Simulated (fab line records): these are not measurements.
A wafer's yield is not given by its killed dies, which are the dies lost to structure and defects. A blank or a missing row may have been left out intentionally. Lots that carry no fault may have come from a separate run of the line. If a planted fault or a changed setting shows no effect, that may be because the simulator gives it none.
Matching of chambers -- flow n5 finfet -- N5_BEOL_M7_PECVD_70 on pecvd-02 has 3 sister chambers
The step deposits SiO2 from TEOS/O2, target thk 20 nm, time 22.7 s. 20 wafers are shown with their chamber, then 10 later ones without.

## WAFERS, EACH WITH ITS CHAMBER
wafer,chamber,showerhead plenum p Torr (Torr),throttle valve pct (%),heater power w (W)
L074.2,2,8.69,22.1,629
L074.3,1,8.80,22.8,717
L074.6,2,8.67,22.1,616
L075.1,2,8.69,22.0,584
L075.3,1,8.78,23.3,688
L075.5,0,8.82,22.7,646
L077.3,1,8.76,23.4,681
L077.5,2,8.70,21.8,507
L077.6,0,8.82,22.9,721
L080.1,2,8.66,22.3,624
L080.3,0,8.84,22.8,694
L080.5,0,8.83,22.8,709
L079.2,2,8.69,22.2,577
L079.3,0,8.83,22.8,748
L079.6,2,8.71,22.1,566
L081.1,1,8.78,23.2,679
L081.3,2,8.66,22.2,523
L081.6,1,8.79,23.5,684
L084.1,1,8.77,23.2,676
L084.2,2,8.70,22.5,605

SIGNATURES, as means of the wafers listed above
reading,chamber 0,chamber 1,chamber 2,scatter within a chamber
showerhead plenum p Torr,8.8280,8.7800,8.6856,0.0152
throttle valve pct,22.800,23.233,22.144,0.19
heater power w,703.60,687.50,581.22,35.9
Rule: for each reading, subtract the chamber's mean from the wafer's reading, divide by that reading's scatter and square the result; add these up over the readings and take the root, which gives the wafer's distance from the chamber. The wafer belongs to the nearest chamber; if the next one is less than 2 further off, it can't be placed. The scatter is the square root of a quotient: the sum, over the shown wafers, of each reading's squared deviation from its chamber's mean, divided by wafers minus chambers.

## WAFERS WHOSE CHAMBER IS MISSING
wafer,showerhead plenum p Torr (Torr),throttle valve pct (%),heater power w (W)
L084.4,8.65,22.1,604
L086.1,8.70,21.9,557
L086.4,8.76,23.1,670
L086.6,8.68,22.2,553
L095.1,8.69,22.7,617
L095.2,8.78,23.1,623
L095.4,8.67,22.1,613
L096.2,8.74,23.1,691
L096.3,8.85,22.6,677
L096.5,8.69,22.5,585

## EACH ONE'S CHAMBER
wafer,from the rows above,in truth
L084.4,2,2
L086.1,2,2
L086.4,1,1
L086.6,2,2
L095.1,2,2
L095.2,1,1
L095.4,2,2
L096.2,1,1
L096.3,0,0
L096.5,2,2
Placed correctly: 10 of 10. Number that these rows cannot place: 0. Number placed wrongly: 0.
